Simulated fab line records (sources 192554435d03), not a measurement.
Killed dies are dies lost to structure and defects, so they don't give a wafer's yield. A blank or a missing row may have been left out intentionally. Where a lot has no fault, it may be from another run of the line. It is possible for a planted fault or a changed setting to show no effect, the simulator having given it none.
Split-lot study | flow n5-finfet | 7 lots, 21 wafers read, on a route of 1938 steps

ON THE SPLIT
At N5_GATE_CUT_ETCH_58 (etches SiNx in CH3F/O2, target depth 17 nm, time 128.6 s), the setting source-w was moved away from the recipe's 415 W on 7 of the 21 wafers read, by -7.8% to +18.0%. This setting was run at the recipe's value on the other wafers.

The reading comes from the split's own step.

THE READING
rf-vpp-V, in V, at N5_GATE_CUT_ETCH_58 (etches SiNx in CH3F/O2, target depth 17 nm, time 128.6 s). A value of 99.1 V with a standard deviation of 0.84 V is what fault-free wafers of this fab line usually give.

wafer  | tool, chamber at the split | source-w as run, W | against the recipe | rf-vpp-V, V | against lot-mates on the recipe
L074.2 | rie-diel-06, 1             | 415                | recipe             | 100.0       | -
L074.4 | rie-diel-06, 2             | 415                | recipe             | 99.1        | -
L074.6 | rie-diel-06, 0             | 450.8              | +8.6%              | 96.9        | -2.6
L075.3 | rie-diel-03, 1             | 415                | recipe             | 99.4        | -
L075.5 | rie-diel-03, 0             | 415                | recipe             | 97.5        | -
L075.6 | rie-diel-03, 1             | 415                | recipe             | 99.2        | -
L080.1 | rie-diel-01, 0             | 415                | recipe             | 99.1        | -
L080.2 | rie-diel-01, 2             | 484.3              | +16.7%             | 95.3        | -3.8
L080.4 | rie-diel-01, 1             | 484.3              | +16.7%             | 92.2        | -6.9
L082.1 | rie-diel-01, 1             | 382.8              | -7.8%              | 101.1       | +1.3
L082.3 | rie-diel-01, 3             | 382.8              | -7.8%              | 101.1       | +1.3
L082.6 | rie-diel-01, 3             | 415                | recipe             | 99.8        | -
L084.3 | rie-diel-03, 1             | 415                | recipe             | 99.1        | -
L084.4 | rie-diel-03, 0             | 415                | recipe             | 99.3        | -
L084.5 | rie-diel-03, 1             | 415                | recipe             | 99.9        | -
L088.2 | rie-diel-06, 1             | 489.5              | +18.0%             | 93.8        | -5.8
L088.4 | rie-diel-06, 2             | 415                | recipe             | 99.2        | -
L088.6 | rie-diel-06, 2             | 415                | recipe             | 100.0       | -
L091.3 | rie-diel-03, 1             | 415                | recipe             | 99.6        | -
L091.5 | rie-diel-03, 0             | 415                | recipe             | 98.6        | -
L091.6 | rie-diel-03, 1             | 436.8              | +5.3%              | 98.1        | -1.0

FIT RESULTS
A straight line over all 21 wafers: rf-vpp-V changes by -0.303 V for each +1% of source-w; r = -0.94; the points scatter about the line by 0.78 V.
The same after taking each lot's own level away (the mean of its wafers on the recipe; 21 wafers): -0.294 V for each +1%; r = -0.94; scatter 0.76 V.
According to that fit, moving source-w by its largest amount changes the reading by 5.3 V.
The span of the lots' own levels, 98.70 to 99.80 V, comes to 1.3 times the standard deviation stated above.
The two slopes are in agreement: the lot-to-lot level therefore moves the slope only a little.
Check: -5.26 V against its lot-mates is what the line predicts for one of the wafers moved furthest among these (+18.0%) when that wafer is left out of the fit. Against them it came out at -5.8 V.
Tool readings at the split's step, against how far the setting was moved: rf-vpp-V r = -0.94.

OTHER SPLITS ON THESE WAFERS
These wafers also went through other splits before the reading. Each is held against what the fit with the lots' levels taken away leaves over:
other split on the same wafers       | wafers away from the commonest value | r with rf-vpp-V (lot level and that fit taken away)
N5_SD_EPI_P_ETCH_16 target-depth-a   | 6                                    | -0.24
N5_SD_EPI_P_EPI_21 epi-growth-time-s | 11                                   | +0.09
N5_SDB_ETCH_25 time-s                | 9                                    | +0.24
N5_GATE_CUT_ETCH_56 bias-w           | 5                                    | +0.05

THE WHOLE CHAIN: every reading that the file lists as answering this split, in the file's order
step                | what it does                                             | reading                                                        | change (the file's fit)               | r (the file's)
N5_GATE_CUT_ETCH_58 | etches SiNx in CH3F/O2, target depth 17 nm, time 128.6 s | rf-vpp-V                                                       | -0.306 V for each +1% of the setting  | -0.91
N5_GATE_CUT_ETCH_58 | etches SiNx in CH3F/O2, target depth 17 nm, time 128.6 s | etch.depth-nm (the simulator's own value, which no gauge read) | +0.062 nm for each +1% of the setting | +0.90

THE FILE'S OWN FIT
rf-vpp-V changes by -0.306 V for each +1% of source-w, r = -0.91.
